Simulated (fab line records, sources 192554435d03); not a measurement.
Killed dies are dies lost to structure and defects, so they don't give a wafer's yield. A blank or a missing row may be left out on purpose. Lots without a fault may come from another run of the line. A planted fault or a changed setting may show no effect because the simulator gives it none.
Split-lot experiment | flow n5_finfet | 7 lots, 39 wafers read, on a route of 1938 steps

THE SPLIT
At N5_BEOL_M11_ILD_DEP_00 (deposits SiCOH lowk from DEMS/porogen, target thk 308.51 nm, time 58 s), the setting time_s was moved away from the recipe's 58 s on 12 of the 39 wafers read, by -43.4% to +50.4%. The other wafers ran this setting at the recipe's value.

FROM THE SPLIT TO THE READING: what the file shows between them, 1 step
- N5_BEOL_M11_CURE_71: cures SiCOH lowk, time 240 s

THE READING
M11_ILD_THK, in nm, at N5_BEOL_M11_THK_MEAS_01. Fault-free wafers of this fab line usually give 268 nm, standard deviation 4.2 nm.

wafer  | tool, chamber at the split | time_s as run, s | against the recipe | M11_ILD_THK, nm | against lot-mates on the recipe
L074.1 | pecvd-03, 2                | 58               | recipe             | 267             | -
L074.2 | pecvd-03, 0                | 72.91            | +25.7%             | 330             | +63
L074.3 | pecvd-03, 1                | 58               | recipe             | 264             | -
L074.4 | pecvd-03, 0                | 58               | recipe             | 271             | -
L074.5 | pecvd-03, 1                | 72.91            | +25.7%             | 336             | +69
L074.6 | pecvd-03, 2                | 72.91            | +25.7%             | 337             | +70
L080.1 | pecvd-04, 0                | 58               | recipe             | 267             | -
L080.2 | pecvd-04, 1                | 58               | recipe             | 268             | -
L080.3 | pecvd-04, 2                | 58               | recipe             | 268             | -
L080.4 | pecvd-04, 2                | 58               | recipe             | 272             | -
L080.5 | pecvd-04, 0                | 58               | recipe             | 269             | -
L080.6 | pecvd-04, 1                | 58               | recipe             | 270             | -
L085.1 | pecvd-04, 2                | 87.14            | +50.2%             | 407             | +133
L085.2 | pecvd-04, 1                | 58               | recipe             | 272             | -
L085.3 | pecvd-04, 0                | 87.14            | +50.2%             | 404             | +130
L085.4 | pecvd-04, 0                | 87.14            | +50.2%             | 413             | +139
L085.5 | pecvd-04, 2                | 58               | recipe             | 276             | -
L085.6 | pecvd-04, 1                | 58               | recipe             | 274             | -
L089.1 | pecvd-01, 2                | 87.22            | +50.4%             | 400             | +137
L089.2 | pecvd-01, 0                | 87.22            | +50.4%             | 399             | +136
L089.3 | pecvd-01, 1                | 58               | recipe             | 260             | -
L089.4 | pecvd-01, 1                | 58               | recipe             | 260             | -
L089.5 | pecvd-01, 0                | 87.22            | +50.4%             | 405             | +142
L089.6 | pecvd-01, 2                | 58               | recipe             | 269             | -
L091.1 | pecvd-01, 2                | 58               | recipe             | 266             | -
L091.2 | pecvd-01, 1                | 58               | recipe             | 266             | -
L091.3 | pecvd-01, 0                | 58               | recipe             | 268             | -
L091.4 | pecvd-01, 0                | 58               | recipe             | 270             | -
L091.5 | pecvd-01, 1                | 58               | recipe             | 269             | -
L091.6 | pecvd-01, 2                | 58               | recipe             | 273             | -
L093.1 | pecvd-01, 2                | 58               | recipe             | 271             | -
L093.3 | pecvd-01, 1                | 58               | recipe             | 268             | -
L093.4 | pecvd-01, 2                | 58               | recipe             | 274             | -
L097.1 | pecvd-01, 0                | 58               | recipe             | 270             | -
L097.2 | pecvd-01, 2                | 58               | recipe             | 272             | -
L097.3 | pecvd-01, 1                | 58               | recipe             | 267             | -
L097.4 | pecvd-01, 0                | 32.83            | -43.4%             | 157             | -113
L097.5 | pecvd-01, 2                | 32.83            | -43.4%             | 159             | -111
L097.6 | pecvd-01, 1                | 32.83            | -43.4%             | 154             | -116

THE FIT
A straight line over all 39 wafers: M11_ILD_THK changes by +2.65 nm for each +1% of time_s; r = +1.00; the points scatter about the line by 4.1 nm.
The same after taking each lot's own level away (the mean of its wafers on the recipe; 39 wafers): +2.67 nm for each +1%; r = +1.00; scatter 3 nm.
On that fit, the largest move of time_s shifts the reading by 1.3e+02 nm.
The lots' own levels span 263.0 to 274.0 nm, that is 2.6 times the standard deviation above.
So the lot-to-lot level changes the slope little: the two slopes agree.
Check: with one of the wafers moved furthest among these (+50.4%) left out of the fit, the line predicts +135 nm for it against its lot-mates. It came out at +137 nm against them.

OTHER SPLITS ON THESE WAFERS
These wafers also went through other splits before the reading. Each is held against what the fit with the lots' levels taken away leaves over:
other split on the same wafers   | wafers away from the commonest value | r with M11_ILD_THK (lot level and that fit taken away)
N5_BEOL_M8_TRENCH_ETCH_37 time_s | 12                                   | +0.01

THE WHOLE CHAIN: every reading that the file lists as answering this split, in the file's order
step                    | what it does                                                           | reading                                                                                   | change (the file's fit)              | r (the file's)
N5_BEOL_M11_ILD_DEP_00  | deposits SiCOH lowk from DEMS/porogen, target thk 308.51 nm, time 58 s | SiCOH_lowk_of_BEOL_M11_ILD_DEP_00.thk_nm (the simulator's own value, which no gauge read) | +3.01 nm for each +1% of the setting | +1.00
N5_BEOL_M11_CURE_71     | cures SiCOH lowk, time 240 s                                           | SiCOH_lowk_of_BEOL_M11_ILD_DEP_00.thk_nm (the simulator's own value, which no gauge read) | +2.67 nm for each +1% of the setting | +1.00
N5_BEOL_M11_THK_MEAS_01 |                                                                        | M11_ILD_THK                                                                               | +2.67 for each +1% of the setting    | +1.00

THE FILE'S OWN FIT
M11_ILD_THK changes by +2.67 nm for each +1% of time_s, r = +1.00.
